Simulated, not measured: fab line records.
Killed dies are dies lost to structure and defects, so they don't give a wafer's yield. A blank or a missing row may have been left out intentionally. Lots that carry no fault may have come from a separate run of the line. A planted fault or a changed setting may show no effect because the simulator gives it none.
Split-lot study    flow n5_finfet    7 lots, 21 wafers read, on a route of 1938 steps

SPLIT DETAILS
At N5_BEOL_M4_ETCH_64 (etches SOC in N2/H2, target depth 75 nm, overetch 22.5 nm, time 121.9 s), the setting bias_w was moved away from the recipe's 150 W on 9 of the 21 wafers read, by -14.2% to +15.0%. This setting was run at the recipe's value on the other wafers.

The split's own step is where the reading is taken.

THE READING
rf_vpp_V, in V, at N5_BEOL_M4_ETCH_64 (etches SOC in N2/H2, target depth 75 nm, overetch 22.5 nm, time 121.9 s). A value of 524.7 V with a standard deviation of 2 V is what fault-free wafers of this fab line usually give.

wafer   tool, chamber at the split  bias_w as run, W  against the recipe  rf_vpp_V, V  against lot-mates on the recipe
L075.3  rie_diel-04, 3              150               recipe              524.7        -
L075.4  rie_diel-04, 2              150               recipe              525.1        -
L075.5  rie_diel-04, 0              150               recipe              522.6        -
L078.1  rie_diel-01, 0              139.9             -6.7%               504.8        -21.3
L078.2  rie_diel-01, 2              150               recipe              526.1        -
L078.6  rie_diel-01, 2              139.9             -6.7%               505.7        -20.4
L079.4  rie_diel-01, 2              150               recipe              528.8        -
L079.5  rie_diel-01, 0              150               recipe              528.6        -
L079.6  rie_diel-01, 1              150               recipe              524.9        -
L090.3  rie_diel-01, 1              150               recipe              525.4        -
L090.5  rie_diel-01, 2              172.5             +15.0%              575.4        +50.0
L090.6  rie_diel-01, 1              172.5             +15.0%              574.7        +49.3
L092.1  rie_diel-04, 1              135.2             -9.9%               486.6        -37.8
L092.3  rie_diel-04, 2              150               recipe              524.4        -
L092.5  rie_diel-04, 3              135.2             -9.9%               491.6        -32.8
L091.2  rie_diel-02, 2              142.1             -5.3%               506.8        -17.0
L091.4  rie_diel-02, 3              142.1             -5.3%               509.8        -14.0
L091.6  rie_diel-02, 1              150               recipe              523.8        -
L094.2  rie_diel-04, 2              128.7             -14.2%              476.6        -46.2
L094.3  rie_diel-04, 0              150               recipe              522.9        -
L094.5  rie_diel-04, 1              150               recipe              522.7        -

THE FIT
A straight line over all 21 wafers: rf_vpp_V changes by +3.37 V for each +1% of bias_w; r = +1.00; the points scatter about the line by 2.3 V.
The same after taking each lot's own level away (the mean of its wafers on the recipe; 21 wafers): +3.31 V for each +1%; r = +1.00; scatter 1.7 V.
Per that fit: largest bias_w move, reading shift of 50 V.
Across the lots, their own levels run from 522.80 to 527.43 V, a range of 2.3 times the standard deviation given above.
The two slopes are in agreement: the lot-to-lot level therefore moves the slope only a little.
Check: with one of the wafers moved furthest among these (+15.0%) left out of the fit, the line predicts +49.7 V for it against its lot-mates. It came out at +50 V against them.
Tool readings at the split's step, against how far the setting was moved: rf_vpp_V r = +1.00.

THE WHOLE CHAIN: every reading that the file lists as answering this split, in the file's order
step                what it does                                                             reading                                                                           change (the file's fit)                 r (the file's)
N5_BEOL_M4_ETCH_64  etches SOC in N2/H2, target depth 75 nm, overetch 22.5 nm, time 121.9 s  rf_vpp_V                                                                          +3.3 V for each +1% of the setting      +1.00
N5_BEOL_M4_ETCH_64  etches SOC in N2/H2, target depth 75 nm, overetch 22.5 nm, time 121.9 s  SiARC_of_BEOL_M4_COAT_62.thk_nm (the simulator's own value, which no gauge read)  -0.0696 nm for each +1% of the setting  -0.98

THE FILE'S OWN FIT
rf_vpp_V changes by +3.3 V for each +1% of bias_w, r = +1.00.
